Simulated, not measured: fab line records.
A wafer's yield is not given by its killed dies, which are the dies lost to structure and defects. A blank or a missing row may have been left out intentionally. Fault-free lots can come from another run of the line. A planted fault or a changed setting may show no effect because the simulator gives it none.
Struck lot and sound lot, side by side | flow nand harc | 12 steps out of a route of 1302
Sound: the wafers L808.1, L808.4, L808.6. Wafers L813.1, L813.3, L813.5 were the ones struck. The cause comes at the end.
Per side, at each step with rows, come the tool, then ch with its chambers, and then its first start. Under that, the readings that differ: sound wafers | struck wafers | difference of the means | sigmas: that difference in standard deviations of wafers without a fault.
alike: a reading whose means differ by less than 2 such deviations, as well as words and numbers matching on both sides. not compared: withheld readings; readings where some wafer has no value; bounds like >300 that might hide an equal value; numbers whose values overlap and for which the record gives no deviation.
Wherever a step has rows on one side only, a row that says differs or no value, or a row with sigmas, the two part there. Non-overlapping numbers with no deviation appear without sigmas and do not part them. Lack of a reading on every wafer of one side parts them only where that side has two or more wafers.

NHARC_A_ZERO_WELL_INSPECT_17:
  sound on defect inspect-01 at day 7 08:57; struck on defect inspect-01 at day 9 16:01
  alike: raw defect count
then, 3 steps without rows for these wafers: NHARC_A_SOURCE_PLATE_PRECLEAN_00 (cleans in HF-LAST, time 60 s); NHARC_A_SOURCE_PLATE_SRD_01; NHARC_A_SOURCE_PLATE_OXIDE_02 (material SiO2, target thk 10 nm, ox time 1362 s).
NHARC_A_SOURCE_PLATE_THK_MEAS_09: measures by ellipsometry.
  sound on film metro-02 at day 7 16:18; struck on film metro-01 at day 9 23:11
  alike: thk nm
then, 3 steps without rows for these wafers: NHARC_A_SOURCE_PLATE_PVD_04 (deposits WSi2, target thk 50 nm); NHARC_A_SOURCE_PLATE_CVD_03 (deposits poly-Si, target thk 200 nm, time 4000 s); NHARC_A_SOURCE_PLATE_ANNEAL_05 (time 1800 s).
NHARC_A_SOURCE_PLATE_THK_MEAS_06: measures by ellipsometry.
  sound on film metro-01 at day 8 06:01; struck on film metro-02 at day 10 16:12
  alike: thk nm
NHARC_A_SOURCE_PLATE_INSPECT_08:
  sound on defect inspect-01 at day 8 06:07; struck on defect inspect-01 at day 10 16:16
  alike: raw defect count
NHARC_A_ONON_D1_DEP_00: target thk 1000 nm.
  sound on pecvd onon-04 ch 0, day 8 06:11; struck on pecvd onon-01, day 10 16:20
  no value came back on the struck wafers for n2 flow sccm (sccm), n2o flow sccm (sccm), nh3 flow sccm (sccm); on the sound wafers n2 flow sccm (sccm) reads 2751 2743 2744
-- record jumps: 17 days between struck wafers' starts before vs after; left off in module A_ONON_D1, resumes in module END, first step shown is number 1302 of the route --
NHARC_END_SORT_01:
  only the struck wafers appear in the record here, on prober-02 ch 0 at day 27 16:47; the sound ones have no rows

## WHERE THEY PART
First at NHARC_A_ONON_D1_DEP_00; last, within this record, at NHARC_END_SORT_01.

WHY: what had been put in by the simulator
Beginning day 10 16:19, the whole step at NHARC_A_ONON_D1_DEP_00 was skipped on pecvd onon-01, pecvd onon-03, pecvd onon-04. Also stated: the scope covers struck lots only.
